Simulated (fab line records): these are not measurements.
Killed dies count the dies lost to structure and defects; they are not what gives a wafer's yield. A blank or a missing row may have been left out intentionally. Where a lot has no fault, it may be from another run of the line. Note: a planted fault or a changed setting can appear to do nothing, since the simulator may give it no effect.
Which tool was responsible? / flow n5 finfet / 10 lots, 27 wafers sampled, at 4 steps of a route of 1938

== WHAT THE GAUGES READ, wafer by wafer ==
N5_BEOL_M4_RC_MEAS_101.
lot=L393; measured=day 8 00:44; on=prober-01; ION_N (uA/um)=674 667
lot=L394; measured=day 8 00:55; on=prober-02; ION_N (uA/um)=675 662 672
lot=L395; measured=day 9 02:25; on=prober-02; ION_N (uA/um)=657 680 656
lot=L397; measured=day 9 03:22; on=prober-01; ION_N (uA/um)=690 675 662
lot=L400; measured=day 10 03:46; on=prober-01; ION_N (uA/um)=673 662 684
lot=L403; measured=day 10 14:30; on=prober-01; ION_N (uA/um)=684 639 674
lot=L406; measured=day 11 07:28; on=prober-02; ION_N (uA/um)=677 671 685
lot=L408; measured=day 11 22:24; on=prober-01; ION_N (uA/um)=687 691 694
lot=L409; measured=day 12 02:56; on=prober-02; ION_N (uA/um)=661 479
lot=L414; measured=day 13 18:15; on=prober-01; ION_N (uA/um)=678 491

== TOOL THAT RAN EACH LOT (tool first, then ch and the chambers of the sampled wafers, then the start) ==
lot=L393; N5_HKMG_FIN_ETCH_35=rie diel-04 ch 0,1, day 4 10:28; N5_HKMG_FIN_STRIP_19=plasma asher-02 ch 0,1, day 4 10:45; N5_HKMG_FIN_ALD_71=ald metal-04 ch 0,1, day 4 12:13
lot=L394; N5_HKMG_FIN_ETCH_35=rie diel-06 ch 0,1,2, day 4 14:05; N5_HKMG_FIN_STRIP_19=plasma asher-01 ch 0,1, day 4 14:31; N5_HKMG_FIN_ALD_71=ald metal-04 ch 0,1, day 4 15:51
lot=L395; N5_HKMG_FIN_ETCH_35=rie diel-06 ch 1,3, day 4 22:46; N5_HKMG_FIN_STRIP_19=plasma asher-02 ch 0,1, day 4 23:10; N5_HKMG_FIN_ALD_71=ald metal-02 ch 0,2,3, day 5 00:34
lot=L397; N5_HKMG_FIN_ETCH_35=rie diel-01 ch 0,2, day 5 13:49; N5_HKMG_FIN_STRIP_19=plasma asher-02 ch 0,1, day 5 14:07; N5_HKMG_FIN_ALD_71=ald metal-03 ch 2,3, day 5 15:34
lot=L400; N5_HKMG_FIN_ETCH_35=rie diel-01 ch 0,3, day 6 09:46; N5_HKMG_FIN_STRIP_19=plasma asher-02 ch 1, day 6 10:04; N5_HKMG_FIN_ALD_71=ald metal-03 ch 1,2, day 6 11:32
lot=L403; N5_HKMG_FIN_ETCH_35=rie diel-01 ch 0,1, day 6 22:55; N5_HKMG_FIN_STRIP_19=plasma asher-02 ch 0, day 6 23:13; N5_HKMG_FIN_ALD_71=ald metal-03 ch 2,3, day 7 00:50
lot=L406; N5_HKMG_FIN_ETCH_35=rie diel-06 ch 1,3, day 7 14:58; N5_HKMG_FIN_STRIP_19=plasma asher-02 ch 0,1, day 7 15:16; N5_HKMG_FIN_ALD_71=ald metal-04 ch 0,1,3, day 7 16:48
lot=L408; N5_HKMG_FIN_ETCH_35=rie diel-04 ch 0,2,3, day 8 02:29; N5_HKMG_FIN_STRIP_19=plasma asher-01 ch 0,1, day 8 02:53; N5_HKMG_FIN_ALD_71=ald metal-02 ch 0,1, day 8 04:14
lot=L409; N5_HKMG_FIN_ETCH_35=rie diel-06 ch 1,2, day 8 07:53; N5_HKMG_FIN_STRIP_19=plasma asher-01 ch 0,1, day 8 08:13; N5_HKMG_FIN_ALD_71=ald metal-02 ch 0,3, day 8 09:43
lot=L414; N5_HKMG_FIN_ETCH_35=rie diel-06 ch 0,3, day 9 16:05; N5_HKMG_FIN_STRIP_19=plasma asher-02 ch 1, day 9 16:23; N5_HKMG_FIN_ALD_71=ald metal-03 ch 2,3, day 9 17:50
- N5_HKMG_FIN_ETCH_35: etches SOC in N2/H2, target depth 215.8 nm, time 243.4 s.
- N5_HKMG_FIN_STRIP_19: strips in N2/H2, time 360 s.
- N5_HKMG_FIN_ALD_71: deposits TiN, target thk 1 nm, pulse time 1 s, purge time 3 s.

== THE ANSWER, worked out from the rows above alone ==
Rule: the usual values come from the lots themselves. Put in order of their means at a reading, lots are off if they are a third of the lots or fewer, leave a main group of 4 or more, and stand apart from it by a gap of 3 or more times the standard deviation of the main group's means; of several such gaps the widest counts. A main group is skipped when, at the precision printed for the reading in the tables above, its means are all equal. A lot without any number at a reading at which 4 lots or more have one is off too. The other lots that the step has rows for count as sound.
Off: at N5_BEOL_M4_RC_MEAS_101 (ION_N), L409, L414. The main group: mean 673 uA/um, standard deviation 7.8.
A tool fits if, at a process step before that reading, it ran every lot that is off, and no sound lot after the first of them. The gauges at N5_BEOL_M4_RC_MEAS_101 are tried like those tools. One fits: N5_HKMG_FIN_ETCH_35 on rie diel-06. Its last sound lot is L406 (day 7 14:58), its first lot that is off L409 (day 8 07:53): a fault that began between those two fits.

== WHAT THE SIMULATOR PUT IN ==
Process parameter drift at N5_HKMG_FIN_ETCH_35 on rie diel-06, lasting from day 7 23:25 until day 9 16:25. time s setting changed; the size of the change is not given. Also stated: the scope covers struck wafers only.
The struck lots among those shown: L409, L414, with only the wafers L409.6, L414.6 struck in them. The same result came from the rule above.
